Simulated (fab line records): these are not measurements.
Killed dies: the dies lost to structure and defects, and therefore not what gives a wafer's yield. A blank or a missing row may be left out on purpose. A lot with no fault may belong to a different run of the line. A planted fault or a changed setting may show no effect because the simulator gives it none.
Struck lot and sound lot, side by side | flow n5_finfet | 37 steps out of a route of 1938
Sound: these wafers, L522.4, L522.5, L522.6. Struck: wafer L529.1 (left out: L529.3, a lot-mate that was not struck); the cause follows at the end.
Per side, at each step with rows, come the tool, then ch with its chambers, and then its first start. Under that, the readings that differ: sound wafers | struck wafers | difference of the means | sigmas: that difference in standard deviations of wafers without a fault.
alike: a reading whose means differ by less than 2 such deviations, as well as words and numbers matching on both sides. not compared: withheld readings; readings where some wafer has no value; bounds like >300 that might hide an equal value; numbers whose values overlap and for which the record gives no deviation.
The two part at a step that has a row with sigmas, a row that says differs or no value, or rows on one side only. Numbers that have no deviation but don't overlap get no sigmas and don't part them. A reading missing from all wafers of one side parts the sides only when that side holds two or more wafers.

first, 9 steps without rows for these wafers: N5_BEOL_M4_ANNEAL_95 (time 240 s); N5_BEOL_M4_SPUTTER_96 (material Cu, target thk 4.5 nm, time 8.29 s); N5_BEOL_M4_ECD_50 (material Cu, target thk 300 nm); N5_BEOL_M4_ANNEAL_51 (time 90 s); N5_BEOL_M4_CMP_52 (polishes, stops on SiOC, t overpolish 6.8 s, target thk 40 nm); N5_BEOL_M4_PRE_CLEAN_60 (time 15 s); N5_BEOL_M4_CO_CAP_55 (material Co, precursor CCTBA/H2, target thk 2 nm, time 102.1 s); N5_BEOL_M4_PRE_CLEAN_56 (time 15 s); N5_BEOL_M4_DEP_57 (deposits SiCN from 3MS/NH3, target thk 8 nm, time 14 s).
N5_BEOL_M4_RC_MEAS_101:
  sound on prober-01 ch 0, day 10 09:53; struck on prober-02 ch 0, day 11 22:40
  alike: DIBL_N, DIBL_P, IOFF_N, IOFF_P, ION_N, ION_P, SS_N, SS_P, VT_N, VT_P
then, 24 steps without rows for these wafers: N5_BEOL_M5_ILD_DEP_00 (deposits SiCOH lowk from DEMS/porogen, target thk 140.64 nm, time 25.9 s); N5_BEOL_M5_CURE_79 (cures SiCOH lowk, time 240 s); N5_BEOL_M5_PECVD_70 (deposits SiO2 from TEOS/O2, target thk 16 nm, time 18 s); N5_BEOL_M5_HM_DEP_02 (deposits TiN, target thk 20 nm); N5_BEOL_M5_COAT_59 (time 60 s, resist thk 60 nm); N5_BEOL_M5_COAT_60 (time 60 s, resist thk 12 nm); N5_BEOL_M5_COAT_71 (time 60 s, resist thk 5 nm); N5_BEOL_M5_COAT_05 (resist thk 30 nm); N5_BEOL_M5_EBR_07; N5_BEOL_M5_SOFTBAKE_06 (time 60 s); N5_BEOL_M5_EXPOSE_08 (exposes mask M5, target cd 28 nm); N5_BEOL_M5_PEB_09 (peb time 60 s); N5_BEOL_M5_DEVELOP_10 (develop time 30 s); N5_BEOL_M5_DESCUM_16 (chemistry O2, time 7 s); N5_BEOL_M5_ETCH_72 (etches underlayer in N2/H2, target depth 6.5 nm, time 5.2 s); N5_BEOL_M5_ETCH_61 (etches SiARC in CF4, target depth 15.6 nm, time 26 s); N5_BEOL_M5_ETCH_62 (etches SOC in N2/H2, target depth 75 nm, overetch 15 nm, time 112.5 s); N5_BEOL_M5_STRIP_63 (strips in N2/H2); N5_BEOL_M5_STRIP_73 (strips in N2/H2); N5_BEOL_M5_STRIP_64 (strips in CF4); N5_BEOL_M5_HM_OPEN_17 (chemistry Cl2/BCl3, target TiN, target depth 20 nm, overetch 6 nm); N5_BEOL_M5_STRIP_19 (strips in O2); N5_BEOL_M5_COAT_65 (time 60 s, resist thk 60 nm); N5_BEOL_M5_COAT_66 (time 60 s, resist thk 12 nm).
N5_BEOL_M9_HM_OPEN_17: chemistry Cl2/BCl3, target TiN, target depth 20 nm, overetch 6 nm.
  sound on rie_metal-01 ch 0,1, day 12 00:23; struck on rie_metal-01 ch 1, day 13 13:46
  reading                                  | sound             | struck | difference                   | sigmas
  rf_hours_counter_h (h)                   | - - -             | 48     | no value on the sound wafers |
  model.SOC_of_BEOL_M9_COAT_59.thk_nm (nm) | 92.2 92.6 92.4    | 95.2   | +2.8                         |
  model.etch.depth_nm (nm)                 | 19.68 19.71 20.16 | 16.9   | -3.0                         |
  alike: drypump_motor_current_A, oes_product_au, rf_fwd_power_W, throttle_valve_pct
N5_BEOL_M9_OCD_MEAS_38:
  struck on ocd-02, day 13 15:18; sound on ocd-01, day 12 02:39
  reading              | sound       | struck | difference | sigmas
  trench_depth_nm (nm) | 148 150 147 | 83     | -65        | -20
-- the record jumps here: 3 days lie between the struck wafers' starts before and after (it left off in module BEOL_M9 and takes up again in module PASSIVATION, whose first step shown is number 1936 of the route) --
N5_PASSIVATION_PROBE_49:
  struck on prober-02, day 16 20:34; sound on prober-01, day 14 08:49
  reading                  | sound          | struck | difference | sigmas
  defect_limited_yield (%) | 93.0 91.2 89.7 | 49.5   | -41.8      | -30
  killed_at_M4_up          | 19 10 11       | 483    | +470       | +85
  killed_at_contacts       | 4 13 11        | 30     | +21        | +4
  killed_dies              | 83 104 121     | 596    | +493       | +31
  killed_on_rim            | 8 13 11        | 99     | +88        | +22
  sort_bin_5_function (%)  | 4.7 4.8 5.7    | 46.1   | +41.0      | +46
  sort_n_pass              | 1097 1076 1059 | 584    | -493       | -18
  sort_yield_pct (%)       | 93.0 91.2 89.7 | 49.5   | -41.8      | -17
  alike: killed_at_M0_to_M3, killed_at_front_end, killed_at_other, killed_open, killed_short, sort_bin_6_memory, sort_bin_8_speed

## WHERE THEY PART
First at N5_BEOL_M9_HM_OPEN_17; last, within this record, at N5_PASSIVATION_PROBE_49.

WHY: the cause the simulator had injected
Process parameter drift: rie_metal-01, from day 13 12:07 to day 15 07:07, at N5_BEOL_M9_HM_OPEN_17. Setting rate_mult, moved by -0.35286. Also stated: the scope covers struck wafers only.
